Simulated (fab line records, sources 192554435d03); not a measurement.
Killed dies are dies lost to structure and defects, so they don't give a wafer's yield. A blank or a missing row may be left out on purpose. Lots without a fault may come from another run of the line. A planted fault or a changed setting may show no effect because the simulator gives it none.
Which tool did it? | flow n5_finfet | 10 lots, 30 wafers sampled, at 5 steps of a route of 1938

WHAT THE GAUGES READ, wafer by wafer
N5_BEOL_M7_THK_MEAS_01. Usual: M7_ILD_THK 153.8 nm, standard deviation 2.
lot  | measured     | on            | M7_ILD_THK (nm)   | flag
L791 | day 9 17:02  | film_metro-02 | 148.8 151.6 154.4 |
L790 | day 10 00:54 | film_metro-01 | 151.8 156.2 155.0 |
L789 | day 10 22:56 | film_metro-01 | 153.9 157.2 158.1 |
L796 | day 10 22:59 | film_metro-02 | 152.4 153.3 154.5 |
L799 | day 11 20:13 | film_metro-02 | 146.2 153.6 152.3 |
L801 | day 12 15:32 | film_metro-02 | 150.7 143.2 153.3 |
L807 | day 13 23:49 | film_metro-02 | 152.5 156.3 157.8 |
L808 | day 14 17:10 | film_metro-01 | 150.2 152.7 154.2 |
L811 | day 15 12:50 | film_metro-01 | 151.7 152.9 152.6 |
L812 | day 15 13:06 | film_metro-02 | 153.7 157.2 156.7 |

WHICH TOOL RAN EACH LOT (tool, then ch and the chambers of the sampled wafers, then the start)
lot  | N5_BEOL_M6_ETCH_41                            | N5_BEOL_M6_SURFACE_TREAT_79  | N5_BEOL_M6_SPUTTER_48        | N5_BEOL_M7_ILD_DEP_00
L791 | rie_diel-05 ch 1,2, day 9 15:16 or earlier    | pvd_sputter-01, day 9 15:16  | pvd_sputter-01, day 9 15:26  | pecvd-02 ch 0,1,2, day 9 16:28
L790 | rie_diel-03 ch 0,1,2, day 9 23:07 or earlier  | pvd_sputter-02, day 9 23:07  | pvd_sputter-02, day 9 23:19  | pecvd-02 ch 0,1, day 10 00:18
L789 | rie_diel-05 ch 1,2,3, day 10 20:05 or earlier | pvd_sputter-03, day 10 20:05 | pvd_sputter-03, day 10 20:39 | pecvd-04 ch 0,1, day 10 21:53
L796 | rie_diel-03 ch 0,2, day 10 20:34 or earlier   | pvd_sputter-03, day 10 20:34 | pvd_sputter-03, day 10 20:51 | pecvd-03 ch 1,2, day 10 22:25
L799 | rie_diel-05 ch 0,3, day 11 18:17 or earlier   | pvd_sputter-03, day 11 18:17 | pvd_sputter-02, day 11 18:37 | pecvd-03 ch 0,1, day 11 19:38
L801 | rie_diel-05 ch 2,3, day 12 13:47 or earlier   | pvd_sputter-03, day 12 13:47 | pvd_sputter-03, day 12 13:58 | pecvd-03 ch 0,1,2, day 12 14:58
L807 | rie_diel-05 ch 0,1,2, day 13 21:46 or earlier | pvd_sputter-03, day 13 21:46 | pvd_sputter-02, day 13 21:59 | pecvd-04 ch 0,1, day 13 23:14
L808 | rie_diel-03 ch 0,1,3, day 14 14:29 or earlier | pvd_sputter-02, day 14 14:29 | pvd_sputter-03, day 14 14:58 | pecvd-02 ch 1,2, day 14 16:35
L811 | rie_diel-03 ch 0,2,3, day 15 10:35 or earlier | pvd_sputter-01, day 15 10:35 | pvd_sputter-01, day 15 10:56 | pecvd-03 ch 0,2, day 15 12:15
L812 | rie_diel-01 ch 0,2,3, day 15 10:53 or earlier | pvd_sputter-03, day 15 10:53 | pvd_sputter-03, day 15 11:08 | pecvd-04 ch 0,1, day 15 12:19
- N5_BEOL_M6_ETCH_41: etches SiCN in CH3F/O2, target depth 29.7 nm, time 52 s.
- N5_BEOL_M6_SURFACE_TREAT_79
- N5_BEOL_M6_SPUTTER_48: material Cu, target thk 10 nm, time 1.667 s.
- N5_BEOL_M7_ILD_DEP_00: deposits SiCOH lowk from DEMS/porogen, target thk 179.75 nm, time 33.4 s.

WHAT THE TOOLS THEMSELVES READ (means of the sampled wafers that have a number; where no wafer has one, the mark that the record gives instead)
N5_BEOL_M6_ETCH_41. Usual: drypump_motor_current_A 5.5 A, standard deviation 0.5; oes_product_au 0.77 a.u., standard deviation 0.059; rf_vpp_V 298.0 V, standard deviation 1.4; showerhead_plenum_p_Torr 2.04 Torr, standard deviation 0.058; throttle_valve_pct 16.43 %, standard deviation 0.17.
lot  | tool        | drypump_motor_current_A (A) | oes_product_au (a.u.) | rf_vpp_V (V) | showerhead_plenum_p_Torr (Torr) | throttle_valve_pct (%) | flag
L791 | rie_diel-05 | 5.6                         | 0.86                  | 298.4        | 2.06                            | 16.31                  |
L790 | rie_diel-03 | 5.4                         | 0.76                  | 297.7        | 2.03                            | 16.44                  |
L789 | rie_diel-05 | 5.3                         | 0.83                  | 298.0        | 2.05                            | 16.35                  |
L796 | rie_diel-03 | 5.6                         | 0.74                  | 298.8        | 2.05                            | 16.46                  |
L799 | rie_diel-05 | 5.7                         | 0.80                  | 297.7        | 2.00                            | 16.52                  |
L801 | rie_diel-05 | 5.3                         | 0.82                  | 299.4        | 2.12                            | 16.42                  |
L807 | rie_diel-05 | 5.8                         | 0.79                  | 296.6        | 1.99                            | 16.44                  |
L808 | rie_diel-03 | 5.7                         | 0.79                  | 299.1        | 2.07                            | 16.40                  |
L811 | rie_diel-03 | 5.8                         | 0.77                  | 298.5        | 2.07                            | 16.53                  |
L812 | rie_diel-01 | 5.5                         | 0.71                  | 298.0        | 2.04                            | 16.49                  |

N5_BEOL_M6_SURFACE_TREAT_79. Usual: ar_flow_sccm 30.01 sccm, standard deviation 0.093.
lot  | tool           | ar_flow_sccm (sccm) | flag
L791 | pvd_sputter-01 | 29.95               |
L790 | pvd_sputter-02 | 30.04               |
L789 | pvd_sputter-03 | 29.99               |
L796 | pvd_sputter-03 | 29.96               |
L799 | pvd_sputter-03 | 29.90               |
L801 | pvd_sputter-03 | 30.02               |
L807 | pvd_sputter-03 | 30.06               |
L808 | pvd_sputter-02 | 29.95               |
L811 | pvd_sputter-01 | 30.11               |
L812 | pvd_sputter-03 | 29.94               |

N5_BEOL_M6_SPUTTER_48. Usual: chuck_gas_flow_sccm 1.26 sccm, standard deviation 0.057; throttle_valve_pct 29.7 %, standard deviation 0.9.
lot  | tool           | chuck_gas_flow_sccm (sccm) | throttle_valve_pct (%) | flag
L791 | pvd_sputter-01 | 1.36                       | 31.0                   |
L790 | pvd_sputter-02 | 1.24                       | 29.3                   |
L789 | pvd_sputter-03 | 1.32                       | 29.6                   |
L796 | pvd_sputter-03 | 1.24                       | 29.9                   |
L799 | pvd_sputter-02 | 1.26                       | 29.0                   |
L801 | pvd_sputter-03 | 1.26                       | 30.1                   |
L807 | pvd_sputter-02 | 1.25                       | 29.6                   |
L808 | pvd_sputter-03 | 1.27                       | 29.8                   |
L811 | pvd_sputter-01 | 1.29                       | 30.5                   |
L812 | pvd_sputter-03 | 1.26                       | 29.2                   |

N5_BEOL_M7_ILD_DEP_00. Usual: heater_power_w 302 W, standard deviation 60; showerhead_plenum_p_Torr 5.744 Torr, standard deviation 0.012; showerhead_vpp_V 1399 V, standard deviation 88; susceptor_temp_C 300.02 C, standard deviation 0.18; throttle_valve_pct 13.8 %, standard deviation 0.83.
lot  | tool     | heater_power_w (W) | showerhead_plenum_p_Torr (Torr) | showerhead_vpp_V (V) | susceptor_temp_C (C) | throttle_valve_pct (%) | flag
L791 | pecvd-02 | 310                | 5.739                           | 1435                 | 300.14               | 13.5                   |
L790 | pecvd-02 | 364                | 5.741                           | 1386                 | 300.01               | 13.6                   |
L789 | pecvd-04 | 255                | 5.754                           | 1440                 | 300.06               | 15.5                   |
L796 | pecvd-03 | 277                | 5.746                           | 1267                 | 300.13               | 13.3                   |
L799 | pecvd-03 | 378                | 5.736                           | 1348                 | 302.13               | 13.7                   | OFF
L801 | pecvd-03 | 321                | 5.738                           | 1342                 | 302.37               | 13.4                   | OFF
L807 | pecvd-04 | 235                | 5.760                           | 1416                 | 300.13               | 15.4                   |
L808 | pecvd-02 | 266                | 5.743                           | 1490                 | 299.86               | 13.6                   |
L811 | pecvd-03 | 263                | 5.751                           | 1339                 | 300.11               | 13.2                   |
L812 | pecvd-04 | 263                | 5.751                           | 1403                 | 300.17               | 14.6                   |

THE ANSWER, worked out from the rows above alone
Rule: a lot is off if the mean of its wafers that have a number lies more than 3 standard deviations from the usual mean. A lot without any number at a reading at which 4 lots or more have one is off too. The other lots that the step has rows for count as sound. The gauges are gone through in route order, then the tools' own readings, and for those a lot's mean is taken as printed above. The first step at which some lot is off is used, and at that step the reading that is off furthest; a lot without a number counts as furthest.
Off: L799, L801, at N5_BEOL_M7_ILD_DEP_00 (susceptor_temp_C).
A tool fits if, at that step or a process step before it, it ran every lot that is off, and no sound lot after the first of them. N5_BEOL_M6_ETCH_41 gives no start for some lots, so the hours and the order of its lots are those of N5_BEOL_M6_SURFACE_TREAT_79. None of those tried fits.

WHAT THE SIMULATOR HAD PUT IN
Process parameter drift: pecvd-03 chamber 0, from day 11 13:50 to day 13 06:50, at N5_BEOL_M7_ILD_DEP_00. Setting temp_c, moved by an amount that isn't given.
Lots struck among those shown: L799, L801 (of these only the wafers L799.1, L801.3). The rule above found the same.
